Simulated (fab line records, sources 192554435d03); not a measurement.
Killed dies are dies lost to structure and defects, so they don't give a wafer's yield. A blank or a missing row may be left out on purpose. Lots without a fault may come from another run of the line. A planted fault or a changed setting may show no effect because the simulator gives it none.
A struck lot beside a sound one | flow n5_finfet | 34 steps out of a route of 1938
Sound: wafers L772.1, L772.3, L772.4. Struck: wafer L763.2. (L763.5, L763.6 of the same lot were not struck and are left out.) The cause comes at the end.
At each step with rows: each side's tool, then ch and its chambers, then its first start. Under that, the readings that differ: sound wafers | struck wafers | difference of the means | sigmas: that difference in standard deviations of wafers without a fault.
alike: readings whose means differ by less than 2 such deviations, and words and numbers that are the same on both sides. not compared: withheld readings, readings that some wafer has no value for, bounds like >300 that may hide the same value, and numbers for which the record gives no deviation and whose values overlap.
The two part at a step that has a row with sigmas, a row that says differs or no value, or rows on one side only. Numbers that don't overlap but have no deviation are shown without sigmas and don't part them. A reading that every wafer of one side lacks parts them only if that side has two wafers or more.

first, 9 steps without rows for these wafers: N5_HKMG_FIN_PEB_47 (peb time 60 s); N5_HKMG_FIN_DEVELOP_48 (develop time 30 s); N5_HKMG_FIN_DESCUM_53 (chemistry O2, time 7.9 s); N5_HKMG_FIN_ETCH_54 (etches SiARC in CF4, target depth 45.5 nm, time 75.8 s); N5_HKMG_FIN_ETCH_55 (etches SOC in N2/H2, target depth 240 nm, time 300 s); N5_HKMG_FIN_STRIP_56 (strips in N2/H2); N5_HKMG_FIN_STRIP_57 (strips in CF4); N5_HKMG_FIN_ETCH_58 (etches SOC in N2/H2, target depth 215.8 nm, time 741 s); N5_HKMG_FIN_STRIP_93 (strips SOC in N2/H2, time 20 s).
N5_HKMG_FIN_WET_ETCH_76: etches Al2O3 in dNH4OH, stops on La2O3, target depth 2.25 nm, rinse time 30 s.
  sound on wet_bench-02 ch 1,2,6, day 9 06:39; struck on wet_bench-03 ch 1, day 7 03:14
  alike: bath_heat_duty_pct
then, 20 steps without rows for these wafers: N5_HKMG_FIN_STRIP_60 (strips in N2/H2, time 360 s); N5_HKMG_FIN_WET_ETCH_77 (etches La2O3 in dHCl, stops on HfO2, target depth 2 nm); N5_HKMG_FIN_WET_ETCH_78 (etches Al2O3 in dNH4OH, stops on La2O3, target depth 4.5 nm, rinse time 30 s); N5_HKMG_FIN_ALD_79 (deposits TiN, target thk 1.5 nm, pulse time 1 s, purge time 3 s); N5_HKMG_FIN_CVD_62 (deposits a-Si from Si2H6, target thk 3 nm, time 20.8 s); N5_HKMG_FIN_RTA_80 (time 2 s); N5_HKMG_FIN_PRECLEAN_64 (cleans in dHF, time 30 s); N5_HKMG_FIN_WET_ETCH_65 (etches a-Si in TMAH, stops on TiN, time 49 s, target depth 3 nm); N5_HKMG_FIN_WET_ETCH_81 (etches TiN in SC1, stops on HfO2, time 57 s, target depth 6 nm); N5_HKMG_FIN_WET_ETCH_82 (etches La2O3 in dHCl, stops on HfO2, target depth 2 nm, rinse time 30 s); N5_HKMG_FIN_ALD_36 (deposits TiN, target thk 1 nm, pulse time 1 s, purge time 3 s); N5_HKMG_FIN_PWFM_ALD_03 (deposits TiN, target thk 2 nm, pulse time 1 s, purge time 3 s); N5_HKMG_FIN_COAT_29 (time 60 s, resist thk 300 nm); N5_HKMG_FIN_COAT_30 (time 60 s, resist thk 35 nm); N5_HKMG_FIN_COAT_06 (resist thk 90 nm); N5_HKMG_FIN_EBR_08; N5_HKMG_FIN_SOFTBAKE_07 (time 60 s); N5_HKMG_FIN_EXPOSE_09 (exposes mask NWFM); N5_HKMG_FIN_PEB_10 (peb time 60 s); N5_HKMG_FIN_DEVELOP_11 (develop time 30 s).
N5_HKMG_FIN_INSPECT_14: inspects for defects (macro).
  sound on defect_inspect-01, day 9 09:11; struck on defect_inspect-02, day 7 05:40
  reading          | sound | struck | difference | sigmas
  raw_defect_count | 2 1 3 | >300   | differs    |
then, 1 step without rows for these wafers: N5_HKMG_FIN_DESCUM_17 (chemistry O2, time 7.9 s).
-- the record jumps here: 4 days lie between the struck wafers' starts before and after (it left off in module HKMG_FIN and takes up again in module BEOL_M4, whose first step shown is number 1111 of the route) --
N5_BEOL_M4_RC_MEAS_101:
  sound on prober-01 ch 0, day 13 12:19; struck on prober-01 ch 0, day 11 09:45
  alike: DIBL_N, DIBL_P, IOFF_N, IOFF_P, ION_N, ION_P, SS_N, SS_P, VT_N, VT_P
-- the record jumps here: 5 days lie between the struck wafers' starts before and after (it left off in module BEOL_M4 and takes up again in module PASSIVATION, whose first step shown is number 1936 of the route) --
N5_PASSIVATION_PROBE_49:
  sound on prober-01, day 17 23:57; struck on prober-02, day 16 10:38
  reading                  | sound          | struck | difference | sigmas
  defect_limited_yield (%) | 91.4 90.1 90.8 | 84.7   | -6.1       | -4
  killed_at_front_end      | 52 50 62       | 126    | +71        | +6
  killed_dies              | 101 117 109    | 181    | +72        | +4
  killed_on_rim            | 11 20 13       | 33     | +18        | +5
  killed_open              | 74 75 79       | 49     | -27        | -2
  sort_bin_5_function (%)  | 5.0 5.4 5.4    | 10.3   | +5.0       | +5
  sort_bin_6_memory (%)    | 3.4 4.2 3.4    | 2.2    | -1.5       | -2
  sort_n_pass              | 1079 1063 1071 | 999    | -72        | -3
  sort_yield_pct (%)       | 91.4 90.1 90.8 | 84.7   | -6.1       | -3
  alike: killed_at_M0_to_M3, killed_at_M4_up, killed_at_contacts, killed_at_other, killed_short

WHERE THEY PART
First at N5_HKMG_FIN_INSPECT_14; last, within this record, at N5_PASSIVATION_PROBE_49.

WHY: what the simulator had put in
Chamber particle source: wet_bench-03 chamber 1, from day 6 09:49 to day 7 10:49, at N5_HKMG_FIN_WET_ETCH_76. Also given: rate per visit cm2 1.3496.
